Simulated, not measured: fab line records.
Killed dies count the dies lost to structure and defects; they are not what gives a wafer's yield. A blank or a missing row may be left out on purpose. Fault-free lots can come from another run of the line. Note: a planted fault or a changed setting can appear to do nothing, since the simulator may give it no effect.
fab line records    flow n5Finfet
record lots=7  wafers=39
route steps=1938 shown PMOS_HMC_CHANNEL_EPI@74 FIN_CUT@160 DUMMY_GATE@246 HKMG_FIN@402 GATE_CUT@466
startH: start of the lot's first displayed wafer, in hours after the record's first day    waitH: how many hours have passed since the lot's step before this one    " repeats the value in the row above    L1.1+2: one row covering several wafers at once    - value missing, or start not given    * or withheld: withheld    < > ~ a bound
route shown NAME@n: names a module that has steps shown in the file, with the first one's number in the route    usual: average and standard deviation across the fault-free wafers    same: alike in all rows    chamber/n: place in a boat    sites: per-site readings    _std_site: their standard deviation    _edge_site: the outer-site mean with the inner-site mean subtracted    radiusMm: for every site, how far away it sits from the centre of the wafer    mask NAME#n: copy n    behind: the tool/chamber that last shaped the wafer    hold: cause of the lot's hold/its duration in hours/its outcome    device: the n, p or np transistor that did not switch    end of line: the tests these same wafers got at the end of their route    a step given without rows: its recipe and nothing more    killed: dies that structure and defects cost at the first sort, which is not the same as the wafer's yield    map: shows each die of a wafer: x if killed, . if not, _ if none is there
set.NAME: the setting the step ran with; set.NAME@STEP: the setting that earlier step ran with    model.NAME: the simulator's own value behind a step, which no gauge read
lots with deliberately changed settings; one table per step, one row per wafer
## steps
# step N5_PMOS_HMC_CHANNEL_EPI_FIN_RECESS_16
# recipe chemistry=HBr/Cl2  target=Si  maskMaterial=SiO2  targetDepthA=540  timeS=18  pressureMtorr=10  icpW=800  biasW=75  HBr_flow_sccm=150  Cl2_flow_sccm=80
lot.wafer  tool      chamber  startH  waitH  set.timeS  model.PMOS_HMC_CHANNEL_EPI.featureDepthNm  model.etch.depthNm
L075.1     rieSi-01  3        23.74   0.0    18.88      55.92                                      55.92
L075.2     "         0        "       "      18         53.91                                      53.91
L075.3     "         2        "       "      18         54.09                                      54.09
L075.4     "         1        "       "      18.88      56.91                                      56.91
L075.5     "         2        "       "      18         54.58                                      54.58
L075.6     "         1        "       "      18.88      56.5                                       56.5
L076.1     rieSi-01  2        31.23   0.0    19.12      57.76                                      57.76
L076.2     "         3        "       "      19.12      56.39                                      56.39
L076.3     "         1        "       "      18         53.65                                      53.65
L076.4     "         0        "       "      18         53.74                                      53.74
L076.5     "         0        "       "      19.12      57.18                                      57.18
L076.6     "         1        "       "      18         53.88                                      53.88
L079.1     rieSi-01  2        47.84   0.0    18         54.36                                      54.36
L079.2     "         3        "       "      18         52.97                                      52.97
L079.3     "         1        "       "      18.45      55.41                                      55.41
L079.4     "         3        "       "      18.45      54.36                                      54.36
L079.5     "         2        "       "      18.45      56.24                                      56.24
L079.6     "         1        "       "      18         53.77                                      53.77
L081.1     rieSi-04  1        59.72   0.0    18         53.7                                       53.7
L081.2     "         3        "       "      18         54.34                                      54.34
L081.3     "         2        "       "      18         54.48                                      54.48
L081.4     "         3        "       "      17.03      51.4                                       51.4
L081.5     "         1        "       "      17.03      50.65                                      50.65
L081.6     "         2        "       "      17.03      51.87                                      51.87
L086.1     rieSi-04  0        89.58   0.0    18         53.25                                      53.25
L086.3     "         1        "       "      18         53.91                                      53.91
L086.4     "         2        "       "      18         54.22                                      54.22
L090.1     rieSi-03  0        114.36  0.0    18         54.03                                      54.03
L090.2     "         3        "       "      19.14      58.17                                      58.17
L090.3     "         1        "       "      18         53.79                                      53.79
L090.4+5   "         2        "       "      19.14      57.5                                       57.5
L090.6     "         3        "       "      18         55.08                                      55.08
L092.1     rieSi-03  1        125.81  0.0    18         53.95                                      53.95
L092.2     "         2        "       "      18         53.82                                      53.82
L092.3     "         0        "       "      18         53.04                                      53.04
L092.4     "         3        "       "      18         55.31                                      55.31
L092.5     "         0        "       "      18         54.35                                      54.35
L092.6     "         3        "       "      18         54.77                                      54.77
# step N5_PMOS_HMC_CHANNEL_EPI_EPI_20
# recipe material=SiGe30  maskMaterial=SiO2  pressureTorr=20  targetThkA=590  tempC=600
lot.wafer  tool         chamber  startH  waitH  set.tempC  model.SiGe30_of_PMOS_HMC_CHANNEL_EPI_EPI_20.thkNm
L075.1     epiRpcvd-04  0        23.91   0.0    605.2      65.09
L075.2     "            0        "       "      605.2      64.9
L075.3     "            0        "       "      600        58.96
L075.4     "            0        "       "      600        59.32
L075.5     "            0        "       "      600        58.99
L075.6     "            0        "       "      605.2      64.68
L076.1     epiRpcvd-01  0        31.40   0.0    595.7      54.14
L076.2     "            0        "       "      600        58.71
L076.3     "            0        "       "      595.7      54.27
L076.4     "            0        "       "      595.7      54.8
L076.5     "            0        "       "      600        59.11
L076.6     "            0        "       "      600        58.76
L079.1     epiRpcvd-04  0        48.01   0.0    607.1      68.02
L079.2     "            0        "       "      600        59.9
L079.3     "            0        "       "      607.1      67.78
L079.4     "            0        "       "      600        60.02
L079.5     "            0        "       "      607.1      67.22
L079.6     "            0        "       "      600        59.95
L081.1     epiRpcvd-04  0        59.90   0.0    600        57.92
L081.2     "            0        "       "      605        64.55
L081.3     "            0        "       "      600        58.34
L081.4     "            0        "       "      600        58.76
L081.5     "            0        "       "      605        64.3
L081.6     "            0        "       "      605        63.93
L086.1     epiRpcvd-02  0        89.75   0.0    600        59.45
L086.3     "            0        "       "      600        59.6
L086.4     "            0        "       "      600        59.3
L090.1     epiRpcvd-02  0        114.53  0.0    603.9      63.39
L090.2     "            0        "       "      600        58.92
L090.3     "            0        "       "      600        58.71
L090.4     "            0        "       "      603.9      62.5
L090.5     "            0        "       "      600        59.31
L090.6     "            0        "       "      603.9      63.65
L092.1     epiRpcvd-01  0        125.99  0.0    600        59.17
L092.2     "            0        "       "      600        58.44
L092.3     "            0        "       "      600        58.43
L092.4     "            0        "       "      600        58.66
L092.5     "            0        "       "      600        58.74
L092.6     "            0        "       "      600        58.65
# step N5_PMOS_HMC_CHANNEL_EPI_HM_STRIP_35
# recipe chemistry=dHF  tempC=25  material=SiO2  target=SiO2  targetDepthA=396  timeS=216
# step N5_PMOS_HMC_CHANNEL_EPI_SRD_39
# recipe dry=ipaMarangoni  timeS=30  tempC=23  rinseLiquid=diw
# step N5_PMOS_HMC_CHANNEL_EPI_CMP_21
# recipe material=SiGe30  postCmpClean=alkalineBrush  targetThkNm=54
# step N5_PMOS_HMC_CHANNEL_EPI_THK_MEAS_22
# recipe reads=SiGe30_of_PMOS_HMC_CHANNEL_EPI_EPI_20
# usual HMC_CMP_THK=54.2/0.62
lot.wafer  tool          chamber  startH  waitH  set.timeS@PMOS_HMC_CHANNEL_EPI_FIN_RECESS_16  HMC_CMP_THK[nm]
L075.1     filmMetro-01  -        25.54   -      18.88                                         55.8
L075.2     "             -        "       "      18                                            53.7
L075.3     "             -        "       "      18                                            54.0
L075.4     "             -        "       "      18.88                                         56.8
L075.5     "             -        "       "      18                                            54.5
L075.6     "             -        "       "      18.88                                         56.5
L076.1     filmMetro-01  -        33.03   -      19.12                                         54.3
L076.2     "             -        "       "      19.12                                         56.4
L076.3     "             -        "       "      18                                            53.6
L076.4     "             -        "       "      18                                            53.7
L076.5     "             -        "       "      19.12                                         57.1
L076.6     "             -        "       "      18                                            53.7
L079.1     filmMetro-02  -        49.64   -      18                                            54.3
L079.2     "             -        "       "      18                                            53.0
L079.3     "             -        "       "      18.45                                         55.7
L079.4     "             -        "       "      18.45                                         54.3
L079.5     "             -        "       "      18.45                                         56.4
L079.6     "             -        "       "      18                                            53.8
L081.1     filmMetro-01  -        62.07   -      18                                            53.6
L081.2     "             -        "       "      18                                            54.2
L081.3     "             -        "       "      18                                            54.3
L081.4     "             -        "       "      17.03                                         51.3
L081.5     "             -        "       "      17.03                                         50.5
L081.6     "             -        "       "      17.03                                         51.9
L086.1     filmMetro-02  -        91.78   -      18                                            53.3
L086.3     "             -        "       "      18                                            53.8
L086.4     "             -        "       "      18                                            54.0
L090.1     filmMetro-02  -        116.16  -      18                                            54.0
L090.2     "             -        "       "      19.14                                         58.2
L090.3     "             -        "       "      18                                            53.7
L090.4     "             -        "       "      19.14                                         57.4
L090.5     "             -        "       "      19.14                                         57.4
L090.6     "             -        "       "      18                                            55.0
L092.1     filmMetro-02  -        127.61  -      18                                            54.1
L092.2     "             -        "       "      18                                            53.8
L092.3     "             -        "       "      18                                            53.1
L092.4     "             -        "       "      18                                            55.4
L092.5     "             -        "       "      18                                            54.4
L092.6     "             -        "       "      18                                            54.7
# step N5_FIN_CUT_EXPOSE_05
# recipe maskId=FIN_CUT  na=0.33  sourceShape=annular  sigmaInner=0.35  sigmaOuter=0.8  polarization=unpolarized  doseMj=45.75
lot.wafer         tool           chamber  startH  waitH  mask       set.doseMj
L075.1+2+3+4+5+6  euvScanner-01  0        32.76   -      FIN_CUT#0  45.75
L076.1+2+3+4+5+6  euvScanner-01  0        39.44   -      FIN_CUT#0  45.75
L079.1+2+4        euvScanner-02  0        56.62   -      FIN_CUT#0  47.12
L079.3+5+6        "              0        "       "      FIN_CUT#0  45.75
L081.1+3+6        euvScanner-02  0        68.54   -      FIN_CUT#0  45.75
L081.2+4+5        "              0        "       "      FIN_CUT#0  43.55
L086.1+3+4        euvScanner-01  0        104.92  -      FIN_CUT#0  45.75
L090.1+2+3+4+5+6  euvScanner-01  0        122.54  -      FIN_CUT#0  45.75
L092.1+2+5        euvScanner-01  0        134.36  -      FIN_CUT#0  48.99
L092.3+4+6        "              0        "       "      FIN_CUT#0  45.75
# step N5_FIN_CUT_PEB_06
# recipe pebTempC=100  pebTimeS=60  resist=CAR-EUV
# step N5_FIN_CUT_DEVELOP_07
# recipe developTimeS=30  developer=TMAH  resist=CAR-EUV  rinseLiquid=surfactantRinse  dry=airSpin  devTempC=23
# step N5_FIN_CUT_CD_MEAS_08
# recipe targetCdNm=29.1  landingEnergyEv=500  detector=seInlens  polarity=opening
# usual cdNm=29.09/0.22
lot.wafer  tool      chamber  startH  waitH  set.doseMj@FIN_CUT_EXPOSE_05  cdNm
L075.1     cdSem-01  0        32.90   -      45.75                         28.90
L075.2     "         0        "       "      45.75                         29.16
L075.3     "         0        "       "      45.75                         29.07
L075.4     "         0        "       "      45.75                         28.76
L075.5     "         0        "       "      45.75                         29.25
L075.6     "         0        "       "      45.75                         29.21
L076.1     cdSem-02  0        39.57   -      45.75                         28.98
L076.2     "         0        "       "      45.75                         28.98
L076.3     "         0        "       "      45.75                         29.09
L076.4     "         0        "       "      45.75                         29.08
L076.5     "         0        "       "      45.75                         29.48
L076.6     "         0        "       "      45.75                         29.25
L079.1     cdSem-02  0        56.76   -      47.12                         29.44
L079.2     "         0        "       "      47.12                         29.45
L079.3     "         0        "       "      45.75                         28.80
L079.4     "         0        "       "      47.12                         29.31
L079.5     "         0        "       "      45.75                         28.60
L079.6     "         0        "       "      45.75                         29.07
L081.1     cdSem-03  0        68.68   -      45.75                         29.26
L081.2     "         0        "       "      43.55                         28.56
L081.3     "         0        "       "      45.75                         29.21
L081.4     "         0        "       "      43.55                         28.17
L081.5     "         0        "       "      43.55                         28.39
L081.6     "         0        "       "      45.75                         29.31
L086.1     cdSem-01  0        105.06  -      45.75                         28.80
L086.3     "         0        "       "      45.75                         28.75
L086.4     "         0        "       "      45.75                         28.76
L090.1     cdSem-03  0        122.67  -      45.75                         29.31
L090.2     "         0        "       "      45.75                         28.87
L090.3     "         0        "       "      45.75                         28.87
L090.4     "         0        "       "      45.75                         29.06
L090.5     "         0        "       "      45.75                         29.06
L090.6     "         0        "       "      45.75                         28.67
L092.1     cdSem-02  0        134.49  -      48.99                         30.35
L092.2     "         0        "       "      48.99                         29.80
L092.3     "         0        "       "      45.75                         29.12
L092.4     "         0        "       "      45.75                         29.17
L092.5     "         0        "       "      48.99                         30.27
L092.6     "         0        "       "      45.75                         28.88
# step N5_FIN_CUT_DESCUM_13
# recipe chemistry=O2  timeS=7  sourcePowerW=50  biasPowerW=20  pressureMtorr=20  rfFrequencyHz=2.712e+07  tempC=40  resist=CAR-EUV  o2FlowSccm=225
# step N5_FIN_CUT_ETCH_30
# recipe chemistry=N2/H2  target=underlayer  targetDepthA=130  maskMaterial=CAR-EUV  timeS=10.4  ionEnergyEv=200  pressureMtorr=30  sourceW=840  biasW=150  n2FlowSccm=200  h2FlowSccm=200  ends=cleared
lot.wafer       tool        chamber    startH  waitH  set.doseMj@FIN_CUT_EXPOSE_05  model.FIN_CUT.cdOffsetNm
L075.1+2+5      rieDiel-01  0,2,3      33.29   0.0    45.75                         0
L075.3+4+6      "           1,3,2      "       "      45.75                         0.2
L076.1+4        rieDiel-06  1,3        39.73   0.0    45.75                         0.2
L076.2+3+5+6    "           0,2,3,0    "       "      45.75                         0
L079.1          rieDiel-06  3          56.92   0.0    47.12                         0.2
L079.2          "           1          "       "      47.12                         0.6
L079.3+5+6      "           0,1,2      "       "      45.75                         -0.2
L079.4          "           2          "       "      47.12                         0.4
L081.1          rieDiel-06  3          68.84   0.0    45.75                         -0.2
L081.2+5        "           1,0        "       "      43.55                         -0.8
L081.3+6        "           0,3        "       "      45.75                         0
L081.4          "           2          "       "      43.55                         -1
L086.1          rieDiel-06  3          105.29  0.0    45.75                         0
L086.3+4        "           0,1        "       "      45.75                         -0.2
L090.1+2+3+4+6  rieDiel-03  3,2,1,1,3  122.88  0.0    45.75                         0
L090.5          "           2          "       "      45.75                         -0.2
L092.1          rieDiel-03  3          134.65  0.0    48.99                         1.2
L092.2+5        "           1          "       "      48.99                         1
L092.3+6        "           2,3        "       "      45.75                         -0.2
L092.4          "           2          "       "      45.75                         0
# step N5_FIN_CUT_ETCH_20
# recipe chemistry=CF4  target=SiARC  targetDepthA=260  maskMaterial=CAR-EUV  timeS=43.3  ionEnergyEv=80  pressureMtorr=40  sourceW=545  biasW=36  Ar_flow_sccm=100  cf4FlowSccm=100  ends=cleared
lot.wafer     tool        chamber  startH  waitH  set.doseMj@FIN_CUT_EXPOSE_05  model.FIN_CUT.cdOffsetNm
L075.1+2+5+6  rieDiel-01  0,2,3,2  33.31   0.0    45.75                         0
L075.3+4      "           1,3      "       "      45.75                         0.2
L076.1        rieDiel-06  1        39.75   0.0    45.75                         0.4
L076.2        "           0        "       "      45.75                         0.2
L076.3+4+5+6  "           2,3,3,0  "       "      45.75                         0
L079.1        rieDiel-06  3        56.94   0.0    47.12                         0
L079.2+4      "           1,2      "       "      47.12                         0.4
L079.3+5+6    "           0,1,2    "       "      45.75                         -0.2
L081.1        rieDiel-06  3        68.86   0.0    45.75                         -0.2
L081.2+4+5    "           1,2,0    "       "      43.55                         -0.8
L081.3+6      "           0,3      "       "      45.75                         0
L086.1        rieDiel-06  3        105.31  0.0    45.75                         0
L086.3+4      "           0,1      "       "      45.75                         -0.2
L090.1+2+4+6  rieDiel-03  3,2,1,3  122.90  0.0    45.75                         0
L090.3+5      "           1,2      "       "      45.75                         -0.2
L092.1        rieDiel-03  3        134.67  0.0    48.99                         1.2
L092.2+5      "           1        "       "      48.99                         1
L092.3+4      "           2        "       "      45.75                         0
L092.6        "           3        "       "      45.75                         -0.2
# step N5_FIN_CUT_ETCH_21
# recipe chemistry=N2/H2  target=SOC  targetDepthA=2190  overetchA=438  maskMaterial=SiARC  tempC=40  ionEnergyEv=100  biasW=61  timeS=523.5  pressureMtorr=30  sourceW=850  n2FlowSccm=200  h2FlowSccm=200
lot.wafer         tool        chamber      startH  waitH  set.timeS  model.SiARC_of_FIN_CUT_COAT_19.thkNm
L075.1            rieDiel-01  0            33.35   0.0    470.6      12.4
L075.2            "           2            "       "      470.6      12.8
L075.3+5+6        "           1,3,2        "       "      523.5      11.8
L075.4            "           3            "       "      470.6      12.6
L076.1+3+5        rieDiel-06  1,2,3        39.79   0.0    523.5      11.8
L076.2+6          "           0            "       "      413.6      13.4
L076.4            "           3            "       "      413.6      13.6
L079.1            rieDiel-06  3            56.97   0.0    592.1      11
L079.2+4          "           1,2          "       "      523.5      11.8
L079.3+6          "           0,2          "       "      592.1      10.6
L079.5            "           1            "       "      523.5      12
L081.1            rieDiel-06  3            68.90   0.0    569.4      11.2
L081.2            "           1            "       "      523.5      12
L081.3+5          "           0            "       "      523.5      11.8
L081.4            "           2            "       "      569.4      11
L081.6            "           3            "       "      569.4      11.4
L086.1            rieDiel-06  3            105.35  0.0    523.5      11.8
L086.3+4          "           0,1          "       "      523.5      11.6
L090.1+5+6        rieDiel-03  3,2,3        122.93  0.0    523.5      12
L090.2+3+4        "           2,1,1        "       "      568.5      11.2
L092.1+2+3+4+5+6  rieDiel-03  3,1,2,2,1,3  134.71  0.0    523.5      12
# step N5_DUMMY_GATE_ETCH_32
# recipe chemistry=CF4  target=SiO2  targetDepthA=35  timeS=3.9  ionEnergyEv=350  pressureMtorr=10  icpW=800  biasW=400  cf4FlowSccm=80
lot.wafer  tool      chamber  startH  waitH  set.timeS  model.etch.depthNm
L075.1     rieSi-04  1        53.16   0.1    3.404      3.043
L075.2     "         3        "       "      3.404      3.12
L075.3     "         2        "       "      3.9        3.572
L075.4     "         2        "       "      3.9        3.557
L075.5     "         3        "       "      3.404      3.098
L075.6     "         1        "       "      3.9        3.509
L076.1     rieSi-01  1        59.17   0.1    3.9        3.548
L076.2     "         3        "       "      3.9        3.483
L076.3     "         2        "       "      3.9        3.612
L076.4     "         1        "       "      3.9        3.523
L076.5     "         3        "       "      3.9        3.443
L076.6     "         2        "       "      3.9        3.583
L079.1     rieSi-01  3        76.89   0.1    3.9        3.437
L079.2     "         2        "       "      3.9        3.58
L079.3     "         1        "       "      3.9        3.504
L079.4     "         2        "       "      3.9        3.574
L079.5     "         3        "       "      3.9        3.48
L079.6     "         1        "       "      3.9        3.468
L081.1     rieSi-01  0        89.19   0.1    3.9        3.516
L081.2     "         2        "       "      3.9        3.572
L081.3     "         3        "       "      3.9        3.462
L081.4     "         1        "       "      3.183      2.845
L081.5     "         0        "       "      3.183      2.866
L081.6     "         3        "       "      3.183      2.812
L086.1     rieSi-01  3        124.89  0.1    3.9        3.489
L086.3     "         2        "       "      3.9        3.614
L086.4     "         0        "       "      3.9        3.529
L090.1     rieSi-04  1        142.00  0.1    3.9        3.471
L090.2     "         0        "       "      3.9        3.489
L090.3     "         2        "       "      3.9        3.597
L090.4     "         3        "       "      3.9        3.509
L090.5     "         1        "       "      3.9        3.479
L090.6     "         2        "       "      3.9        3.556
L092.1     rieSi-01  1        154.70  0.1    3.57       3.232
L092.2     "         2        "       "      3.9        3.584
L092.3     "         3        "       "      3.9        3.477
L092.4     "         0        "       "      3.9        3.514
L092.5     "         2        "       "      3.57       3.281
L092.6     "         3        "       "      3.57       3.161
# step N5_HKMG_FIN_ETCH_54
# recipe chemistry=CF4  target=SiARC  targetDepthA=455  maskMaterial=CAR-ArF  timeS=75.8  ionEnergyEv=80  pressureMtorr=40  sourceW=545  biasW=36  Ar_flow_sccm=100  cf4FlowSccm=100  ends=cleared
# usual rfVppV=184.3/1.4
lot.wafer  tool        chamber  startH  waitH  set.biasW  rfVppV
L075.1     rieDiel-02  1        79.25   0.0    36         185.3
L075.2     "           2        "       "      36         184.2
L075.3     "           3        "       "      36         186.1
L075.4     "           0        "       "      36         186.8
L075.5     "           0        "       "      36         184.9
L075.6     "           3        "       "      36         186.0
L076.1     rieDiel-04  0        82.90   0.0    36         185.3
L076.2     "           1        "       "      39.11      194.3
L076.3     "           2        "       "      39.11      193.4
L076.4     "           3        "       "      36         184.0
L076.5     "           2        "       "      39.11      193.8
L076.6     "           3        "       "      36         183.6
L079.1     rieDiel-04  3        103.37  0.0    36         183.8
L079.2     "           0        "       "      36         184.9
L079.3     "           2        "       "      36         182.7
L079.4     "           1        "       "      36         182.3
L079.5     "           2        "       "      36         182.2
L079.6     "           1        "       "      36         182.3
L081.1     rieDiel-02  0        118.42  0.0    36         186.5
L081.2     "           3        "       "      41.82      204.5
L081.3     "           1        "       "      36         185.1
L081.4     "           3        "       "      41.82      204.2
L081.5     "           1        "       "      41.82      204.8
L081.6     "           0        "       "      36         186.0
L086.1     rieDiel-02  2        148.12  0.0    36         184.0
L086.3     "           3        "       "      36         185.9
L086.4     "           1        "       "      36         186.4
L090.1     rieDiel-05  0        165.65  0.0    36         184.6
L090.2     "           1        "       "      39.39      191.8
L090.3     "           3        "       "      39.39      196.1
L090.4     "           2        "       "      36         185.5
L090.5     "           2        "       "      36         186.7
L090.6     "           3        "       "      39.39      196.8
L092.1     rieDiel-05  2        177.86  0.0    36         185.5
L092.2     "           0        "       "      36         184.3
L092.3     "           3        "       "      36         182.7
L092.4     "           1        "       "      36         181.9
L092.5     "           0        "       "      36         186.1
L092.6     "           1        "       "      36         182.4
# step N5_GATE_CUT_ETCH_56
# recipe chemistry=Cl2/Ar  target=TiN  targetDepthA=216  pressureMtorr=10  icpW=600  biasW=60  Cl2_flow_sccm=40  Ar_flow_sccm=60
lot.wafer  tool         chamber  startH  waitH  set.targetDepthA  model.etch.depthNm
L075.1     rieMetal-03  0        87.15   0.2    216               22.19
L075.2     "            0        "       "      216               22.32
L075.3     "            0        "       "      216               22.4
L075.4     "            0        "       "      242.7             25
L075.5     "            0        "       "      242.7             25.17
L075.6     "            0        "       "      242.7             25.05
L076.1     rieMetal-03  0        90.97   0.2    216               22.19
L076.2     "            0        "       "      225.8             23.03
L076.3     "            0        "       "      225.8             23.23
L076.4     "            0        "       "      216               22.25
L076.5     "            0        "       "      216               22.08
L076.6     "            0        "       "      225.8             23.18
L079.1     rieMetal-02  0        111.80  0.1    216               21.7
L079.2     "            1        "       "      216               21.53
L079.3     "            0        "       "      232.3             23.26
L079.4     "            1        "       "      232.3             23.21
L079.5     "            1        "       "      232.3             23.15
L079.6     "            0        "       "      216               21.72
L081.1     rieMetal-02  0        126.48  0.1    216               21.85
L081.2     "            1        "       "      216               21.78
L081.3     "            1        "       "      216               21.66
L081.4+6   "            0        "       "      216               21.83
L081.5     "            1        "       "      216               21.65
L086.1     rieMetal-02  0        156.37  0.1    216               21.97
L086.3     "            1        "       "      216               21.66
L086.4     "            0        "       "      216               22.11
L090.1     rieMetal-03  0        173.87  0.1    216               22.1
L090.2     "            1        "       "      216               21.25
L090.3     "            0        "       "      216               22.02
L090.4     "            1        "       "      216               21.39
L090.5     "            1        "       "      216               21.33
L090.6     "            0        "       "      216               22.09
L092.1     rieMetal-01  1        185.79  0.1    236.1             23.04
L092.2     "            0        "       "      216               21.57
L092.3     "            1        "       "      236.1             23
L092.4     "            0        "       "      216               21.45
L092.5     "            0        "       "      236.1             23.57
L092.6     "            1        "       "      216               21.17
## key
split step=N5_PMOS_HMC_CHANNEL_EPI_FIN_RECESS_16  setting=timeS  stated=18  by=wafer
response step=N5_PMOS_HMC_CHANNEL_EPI_FIN_RECESS_16  reading=model.PMOS_HMC_CHANNEL_EPI.featureDepthNm  change=+0.53  per=1%  r=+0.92
response step=N5_PMOS_HMC_CHANNEL_EPI_FIN_RECESS_16  reading=model.etch.depthNm  change=+0.53  per=1%  r=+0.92
response step=N5_PMOS_HMC_CHANNEL_EPI_THK_MEAS_22  reading=HMC_CMP_THK  change=+0.48  per=1%  r=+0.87
split step=N5_PMOS_HMC_CHANNEL_EPI_EPI_20  setting=tempC  stated=600  by=wafer
response step=N5_PMOS_HMC_CHANNEL_EPI_EPI_20  reading=model.SiGe30_of_PMOS_HMC_CHANNEL_EPI_EPI_20.thkNm  change=+6.61  per=1%  r=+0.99
split step=N5_FIN_CUT_EXPOSE_05  setting=doseMj  stated=45.75  by=wafer
response step=N5_FIN_CUT_CD_MEAS_08  reading=cdNm  change=+0.167  per=1%  r=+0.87
response step=N5_FIN_CUT_ETCH_30  reading=model.FIN_CUT.cdOffsetNm  change=+0.172  per=1%  r=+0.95
response step=N5_FIN_CUT_ETCH_20  reading=model.FIN_CUT.cdOffsetNm  change=+0.157  per=1%  r=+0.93
split step=N5_FIN_CUT_ETCH_21  setting=timeS  stated=523.5  by=wafer
response step=N5_FIN_CUT_ETCH_21  reading=model.SiARC_of_FIN_CUT_COAT_19.thkNm  change=-0.0816  per=1%  r=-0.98
split step=N5_DUMMY_GATE_ETCH_32  setting=timeS  stated=3.9  by=wafer
response step=N5_DUMMY_GATE_ETCH_32  reading=model.etch.depthNm  change=+0.0364  per=1%  r=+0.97
split step=N5_HKMG_FIN_ETCH_54  setting=biasW  stated=36  by=wafer
response step=N5_HKMG_FIN_ETCH_54  reading=rfVppV  change=+1.11  per=1%  r=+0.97
split step=N5_GATE_CUT_ETCH_56  setting=targetDepthA  stated=216  by=wafer
response step=N5_GATE_CUT_ETCH_56  reading=model.etch.depthNm  change=+0.212  per=1%  r=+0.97
